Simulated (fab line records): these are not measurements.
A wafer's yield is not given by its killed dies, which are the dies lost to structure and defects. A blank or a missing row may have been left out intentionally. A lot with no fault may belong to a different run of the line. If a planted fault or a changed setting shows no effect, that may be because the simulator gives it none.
fab line records	flow nandHarc
record: lots: 12	wafers: 36	lastDay: 24
route steps=1159 shown A_SLIT@794 A_WL_FILL@825 A_CONTACT@843 END@1159
lots with no fault: from the same line, run without faults
startH: hours from the record's first day to the start of the lot's first wafer shown	waitH: hours from the lot's prior step to this one	" the same as in the row above	L1.1+2: one row covering several wafers at once	- no value present, or no start provided	* or withheld: withheld	< > ~ a bound
route shown NAME@n: NAME is a module with steps in the file, n the number in the route of the first one	usual: the fault-free wafers' mean and standard deviation	same: alike in all rows	chamber/n: place in a boat	sites: readings site by site	_std_site: the standard deviation of these	_edge_site: outer sites' mean less inner sites'	radiusMm: how far each site lies from the wafer's centre	mask NAME#n: copy n	behind: the most recent tool/chamber to have shaped the wafer	hold: the reason the lot was held/the length of the hold in hours/how it ended	device: transistor that didn't switch, given as n, p or np	end of line: at the end of the route, the tests of the same wafers	a step given without rows: its recipe and nothing more	killed: dies lost to structure and defects at the first sort, not the wafer's yield	map: dies across one wafer; x = killed, . = not, _ = none there
set.NAME: the setting as run; set.NAME@STEP: as run at that earlier step	model.NAME: the simulator's own value behind a step, which no gauge read
route steps across a sampled set of lots; one table per step, one row per wafer
services: when a tool's chamber went out of use (startH, in hours from the record's first day, below 0 if earlier), for how many hours, and the reason
== steps ==
step: NHARC_A_SLIT_ETCH_24
recipe: targetDepthA: 1210	timeS: 60.5	cf4FlowSccm: 100	chf3FlowSccm: 30	arFlowSccm: 0	rfW: 500	biasW: 200	chemistry: CF4/CHF3
usual: drypumpMotorCurrentA: 5.8/0.53	oesProductAu: 0.956/0.025	rfVppV: 370.9/2.3	showerheadPlenumPTorr: 1.58/0.066	throttleValvePct: 16.803/0.0099
lot.wafer	tool	chamber	startH	waitH	drypumpMotorCurrentA	oesProductAu	rfHoursCounterH	rfVppV	showerheadPlenumPTorr	throttleValvePct
L330.2	rieDiel-03	2	304.20	0.1	5.3	0.967	5	369.1	1.61	16.802
L330.4	"	0	"	"	5.6	1.009	7	373.1	1.69	16.792
L330.6	"	3	"	"	6.4	0.948	-	369.5	1.54	16.809
L331.3	rieDiel-03	3	329.39	0.1	6.4	0.927	7	368.2	1.54	16.785
L331.1	"	2	"	"	5.3	0.983	6	372.8	1.61	16.808
L331.6	"	0	"	"	5.6	0.985	-	373.1	1.69	16.799
L332.1	rieDiel-11	2	329.84	0.1	6.4	0.970	7	371.9	1.60	16.821
L332.2	"	0	"	"	4.9	0.967	7	374.5	1.67	16.802
L332.6	"	2	"	"	6.5	0.957	-	370.9	1.60	16.807
L335.1	rieDiel-10	2	339.28	0.1	5.3	0.918	11	368.1	1.51	16.799
L335.4	"	1	"	"	5.7	0.912	11	369.3	1.52	16.805
L335.6	"	2	"	"	5.3	0.911	-	369.4	1.51	16.804
L334.1	rieDiel-11	3	347.24	0.1	6.6	0.900	8	372.8	1.61	16.818
L334.5	"	2	"	"	6.4	0.929	-	371.7	1.60	16.808
L334.6	"	3	"	"	6.6	0.901	-	371.5	1.61	16.819
L338.6	rieDiel-03	2	359.39	0.1	5.3	0.973	-	372.0	1.61	16.807
L338.5	"	0	"	"	5.5	0.989	-	375.9	1.69	16.793
L338.4	"	1	"	"	6.1	0.972	-	368.5	1.50	16.789
L340.2	rieDiel-10	0	376.63	0.1	5.8	0.961	1	368.4	1.52	16.797
L340.3	"	1	"	"	5.7	0.927	1	370.0	1.52	16.801
L340.5	"	3	"	"	5.0	0.976	-	374.6	1.68	16.801
L337.4	rieDiel-11	3	376.79	0.1	6.6	0.944	0	371.7	1.61	16.811
L337.2	"	0	"	"	4.9	0.972	0	374.0	1.67	16.792
L337.6	"	2	"	"	6.5	0.994	-	372.5	1.60	16.814
L341.2	rieDiel-10	2	396.42	0.1	5.3	0.951	5	368.1	1.51	16.792
L341.3	"	0	"	"	5.8	0.957	5	369.5	1.52	16.807
L341.5	"	1	"	"	5.7	0.922	-	369.3	1.52	16.809
L349.1	rieDiel-10	1	443.04	0.1	5.7	0.938	8	370.0	1.52	16.796
L349.2	"	2	"	"	5.3	0.956	9	368.0	1.51	16.817
L349.6	"	2	"	"	5.3	0.955	-	367.4	1.51	16.808
L351.1	rieDiel-03	1	443.20	0.1	6.1	0.989	3	366.6	1.50	16.805
L351.3	"	2	"	"	5.3	0.998	3	370.8	1.61	16.822
L351.6	"	1	"	"	6.1	1.003	-	368.4	1.50	16.817
L353.3	rieDiel-10	3	455.92	0.1	5.0	0.965	6	374.1	1.68	16.809
L353.4	"	2	"	"	5.4	0.973	9	368.3	1.51	16.799
L353.6	"	3	"	"	5.0	0.982	-	373.0	1.68	16.813
step: NHARC_A_WL_FILL_ETCHBACK_17
recipe: targetDepthA: 40	timeS: 26.7	chemistry: Cl2/BCl3
usual: drypumpMotorCurrentA: 5.3/0.35	oesProductAu: 1.001/0.015
lot.wafer	tool	chamber	startH	waitH	drypumpMotorCurrentA	oesProductAu	rfHoursCounterH
L330.2	rieMetal-02	1	345.12	-	5.3	1.008	4.9
L330.4	"	1	"	"	5.3	1.002	-
L330.6	"	1	"	"	5.3	1.002	-
L331.1	rieMetal-02	0	355.70	-	5.2	1.003	2.6
L331.3	"	0	"	"	5.1	1.004	-
L331.6	"	0	"	"	5.1	0.996	-
L332.2	rieMetal-01	1	355.74	-	5.1	1.017	0.5
L332.1	"	0	"	"	5.8	1.014	0.5
L332.6	"	1	"	"	5.2	1.000	-
L335.1	rieMetal-02	0	367.79	-	5.1	0.996	2.9
L335.4	"	0	"	"	5.1	0.996	-
L335.6	"	1	"	"	5.3	1.019	-
L334.1	rieMetal-01	0	379.39	-	5.8	0.988	1.0
L334.6	"	1	"	"	5.1	0.989	-
L334.5	"	0	"	"	5.8	1.000	-
L338.4	rieMetal-02	1	388.06	-	5.3	1.027	-
L338.6	"	0	"	"	5.1	0.985	-
L338.5	"	1	"	"	5.2	1.020	-
L337.2	rieMetal-01	1	405.87	-	5.1	0.997	1.8
L337.4	"	0	"	"	5.8	0.995	-
L337.6	"	0	"	"	5.8	0.987	-
L340.2	rieMetal-02	0	405.94	-	5.1	1.000	0.4
L340.3	"	0	"	"	5.1	0.992	-
L340.5	"	0	"	"	5.1	0.987	-
L341.2	rieMetal-02	1	432.69	-	5.2	1.025	0.9
L341.3	"	1	"	"	5.3	1.286	-
L341.5	"	1	"	"	5.3	1.026	-
L349.2	rieMetal-01	1	471.99	-	5.1	0.998	3.8
L349.1	"	0	"	"	5.8	0.999	3.8
L349.6	"	1	"	"	5.1	0.992	-
L351.1	rieMetal-03	0	472.02	-	4.7	0.996	0.4
L351.3	"	1	"	"	6.0	0.990	-
L351.6	"	0	"	"	4.7	1.000	-
L353.4	rieMetal-01	1	485.14	-	5.2	0.996	-
L353.3	"	0	"	"	5.8	1.005	-
L353.6	"	1	"	"	5.2	1.010	-
step: NHARC_A_WL_FILL_CMP_12
recipe: tOverpolishS: 30	targetThkNm: 75
usual: motorCurrentA: 12.0/0.84	overpolishRunS: 30.000/0.0087	padLifeWafers: 268/150	slurryFilterDpKPa: 13.50/0.13	timeToEndpointS: 16/3
lot.wafer	tool	chamber	startH	waitH	motorCurrentA	overpolishRunS	padLifeWafers	slurryFilterDpKPa	timeToEndpointS
L330.2	cmp-01	2	358.72	3.7	11.9	30.000	422	13.51	16
L330.4	"	3	"	"	12.0	29.989	423	13.48	15
L330.6	"	0	"	"	10.6	30.000	-	13.60	12
L331.1	cmp-02	1	366.29	4.4	12.3	30.002	253	13.33	15
L331.3	"	3	"	"	12.5	29.983	255	13.45	12
L331.6	"	0	"	"	12.0	30.002	-	13.39	12
L332.1	cmp-01	3	366.29	4.4	11.9	30.007	458	13.48	13
L332.2	"	0	"	"	10.8	29.997	459	13.52	11
L332.6	"	1	"	"	12.3	30.004	-	13.51	11
L335.4	cmp-02	3	380.31	2.2	12.8	29.994	330	13.55	14
L335.1	"	2	"	"	13.4	30.015	333	13.58	24
L335.6	"	0	"	"	10.9	30.000	-	13.52	16
L334.1	cmp-02	1	390.70	4.4	12.9	30.002	404	13.43	19
L334.5	"	3	"	"	12.6	30.004	-	13.46	15
L334.6	"	0	"	"	11.3	30.000	-	13.38	12
L338.4	cmp-03	2	400.80	2.2	13.1	30.025	276	13.46	17
L338.5	"	2	"	"	12.6	30.008	-	13.55	17
L338.6	"	3	"	"	13.2	29.996	-	13.37	19
L340.2	cmp-02	1	416.61	4.4	12.3	29.998	566	13.52	18
L340.3	"	2	"	"	12.7	29.997	567	13.43	18
L340.5	"	0	"	"	11.2	29.981	-	13.52	15
L337.4	cmp-01	1	416.61	2.2	12.3	30.005	206	13.57	20
L337.2	"	2	"	"	11.1	29.999	207	13.48	20
L337.6	"	3	"	"	11.4	30.017	-	13.41	16
L341.3	cmp-02	2	443.65	2.9	13.7	30.008	120	13.62	21
L341.2	"	0	"	"	11.3	29.998	122	13.34	15
L341.5	"	2	"	"	13.8	29.994	-	13.37	21
L351.1	cmp-01	1	482.79	4.3	12.7	29.998	36	13.52	12
L351.3	"	2	"	"	11.4	29.999	37	13.60	13
L351.6	"	2	"	"	11.7	30.013	-	13.61	12
L349.1	cmp-01	3	491.29	3.6	11.7	29.988	54	13.59	16
L349.2	"	2	"	"	11.8	30.000	57	13.65	17
L349.6	"	3	"	"	11.1	29.994	-	13.34	13
L353.3	cmp-03	2	500.26	2.2	12.1	30.006	224	13.51	17
L353.4	"	3	"	"	12.7	29.996	225	13.42	14
L353.6	"	0	"	"	12.1	29.984	-	13.33	24
step: NHARC_A_CONTACT_DEP_29
recipe: targetThkA: 700	targetThkNm: 70	tempC: 400	pressureTorr: 3.5	flowSccm: 200	rfW: 350	material: SiON
usual: heaterPowerW: 707/97
lot.wafer	tool	chamber	startH	waitH	heaterPowerW
L330.2	pecvd-02	0	364.38	1.6	749
L330.6	"	0	"	"	757
L330.4	"	2	"	"	689
L331.3	pecvd-01	1	369.61	1.1	764
L331.1	"	0	"	"	684
L331.6	"	1	"	"	766
L332.1	pecvd-02	1	369.63	1.9	734
L332.2	"	2	"	"	661
L332.6	"	2	"	"	679
L335.1	pecvd-02	0	384.38	1.9	759
L335.6	"	1	"	"	784
L335.4	"	2	"	"	680
L334.1	pecvd-04	2	397.73	1.9	910
L334.5	"	2	"	"	910
L334.6	"	0	"	"	645
L338.6	pecvd-02	0	404.25	0.1	725
L338.4	"	1	"	"	828
L338.5	"	2	"	"	673
L340.2	pecvd-04	1	420.97	1.5	758
L340.3	"	0	"	"	647
L340.5	"	0	"	"	617
L337.2	pecvd-04	1	421.27	1.6	762
L337.4	"	0	"	"	581
L337.6	"	2	"	"	923
L341.3	pecvd-01	1	447.89	1.1	769
L341.2	"	0	"	"	702
L341.5	"	0	"	"	706
L351.3	pecvd-02	2	489.57	1.1	630
L351.1	"	1	"	"	835
L351.6	"	2	"	"	630
L349.2	pecvd-01	0	496.46	1.5	707
L349.1	"	2	"	"	558
L349.6	"	0	"	"	700
L353.3	pecvd-02	1	503.64	1.2	786
L353.6	"	2	"	"	651
L353.4	"	1	"	"	761
step: NHARC_END_SORT_01
recipe: tempC: 25
usual: killedAtArray: 25/7.8	killedAtOther: 0.6/0.81	killedAtPeriphery: 3.3/2.2	killedDies: 29/8.2	killedOpen: 3.5/1.9	killedShort: 1.8/1.3
same: grossDies: 677
lot.wafer	tool	chamber	startH	waitH	killedAtArray	killedAtOther	killedAtPeriphery	killedDies	killedOpen	killedShort
L338.4	prober-01	0	473.55	3.4	21	1	2	24	5	2
L338.5	prober-01	0	474.34	3.6	16	0	1	17	2	0
L338.6	prober-01	0	475.12	3.9	19	1	5	25	4	0
L337.2	prober-02	0	491.06	2.8	21	3	6	30	4	2
L337.4	prober-02	0	492.64	3.4	35	1	4	40	7	3
L337.6	prober-02	0	494.22	3.9	24	0	1	25	2	3
killed by level:class
L338.4 A_CHANNEL_HOLE_D1:chamberFilmFlake=10 A_BONDPAD:chamberFilmFlake=3 P_GATE:geometricParticle:open=1 A_SOURCE_PLATE:geometricParticle:short=1 A_SOURCE_PLATE:geometricParticle:open=1 A_ONON_D1:geometricParticle:open=1 A_ONON_D1:geometricParticle:short=1 A_CONTACT:geometricParticle:open=1
L338.5 A_CHANNEL_HOLE_D1:chamberFilmFlake=9 A_WL_FILL:chamberFilmFlake=3 A_CONTACT:geometricParticle:open=2 A_STAIRCASE:chamberFilmFlake=2 P_GATE:chamberFilmFlake=1
L338.6 A_CHANNEL_HOLE_D1:chamberFilmFlake=16 P_GATE:chamberFilmFlake=3 A_CONTACT:geometricParticle:open=2 P_M0:geometricParticle:open=1 A_ONON_D1:geometricParticle:open=1 P_ZERO_WELL:chamberFilmFlake=1 THIN_TSV:chamberFilmFlake=1
L337.2 A_SLIT:chamberFilmFlake=13 P_GATE:chamberFilmFlake=6 A_CHANNEL_FILL_D1:chamberFilmFlake=2 A_CONTACT:chamberFilmFlake=2 A_SOURCE_PLATE:geometricParticle:open=1 A_CHANNEL_FILL_D1:geometricParticle:open=1 A_WL_FILL:geometricParticle:short=1 A_M0:geometricParticle:open=1
L337.4 A_SLIT:chamberFilmFlake=16 A_CONTACT:geometricParticle:open=5 A_CONTACT:chamberFilmFlake=5 A_CHANNEL_HOLE_D1:chamberFilmFlake=4 A_WL_FILL:geometricParticle:short=2 P_GATE:geometricParticle:open=1 P_M1:geometricParticle:open=1 A_CHANNEL_FILL_D1:geometricParticle:short=1
L337.6 A_SLIT:chamberFilmFlake=13 A_CONTACT:chamberFilmFlake=5 A_CHANNEL_HOLE_D1:chamberFilmFlake=2 P_M1:geometricParticle:short=1 A_SOURCE_PLATE:geometricParticle:short=1 A_SGD_CUT:geometricParticle:short=1 A_WL_FILL:geometricParticle:open=1 A_M1:geometricParticle:open=1
== services ==
tool	chamber	startH	hours	kind
rieMetal-02	0	287.17	19.0	repair
rieDiel-03	1	294.59	8.8	repair
pecvd-02	-	312.42	0.8	repair
cmp-02	-	320.30	2.4	repair
rieDiel-10	-	323.20	0.2	repair
cmp-02	-	324.50	4.0	pm
rieMetal-01	-	332.00	9.0	pm
rieDiel-10	1	332.56	3.4	repair
pecvd-02	-	335.20	13.0	pm
cmp-02	-	338.31	0.3	repair
cmp-01	-	341.36	0.2	repair
rieDiel-10	2	344.89	1.2	repair
rieDiel-03	3	348.99	15.0	repair
rieDiel-10	-	353.50	9.0	pm
rieDiel-03	0	369.93	22.4	repair
cmp-01	-	375.68	4.0	pm
rieDiel-10	3	385.27	18.8	repair
rieMetal-02	-	388.12	9.0	pm
rieDiel-10	-	419.87	0.7	repair
cmp-02	-	422.50	4.0	pm
pecvd-02	0	438.09	21.0	repair
rieDiel-10	2	458.84	5.7	repair
cmp-01	-	473.68	4.0	pm
cmp-02	-	497.18	25.7	repair
== key ==
firstSign: step: NHARC_A_WL_FILL_ETCHBACK_17	reading: oesProductAu	direction: up	sigmas: 19	usual: 1.001	struck: 1.286
effect none on later readings
metAt NHARC_A_WL_FILL_ETCHBACK_17
struckLots L341
struckWafers L341.3
testerLeftOut L341
notActingAt NHARC_A_SLIT_ETCH_24,NHARC_A_WL_FILL_CMP_12,NHARC_A_CONTACT_DEP_29
onsetBetween 405.94 432.69
fault: kind: processParameterDrift	tool: rieMetal-02	chamber: -	onsetH: 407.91	steps: NHARC_A_WL_FILL_ETCHBACK_17	channel: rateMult	offset: 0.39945	shape: step	endH: 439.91	scope: struckWafersOnly
testerLeftOut: of these lots the tester's yield and bins aren't shown, on N5 and GAA mostly nor the transistor test; their killed dies are dies lost to structure and defects alone, not to doping, threshold or leakage, so they don't give the yield
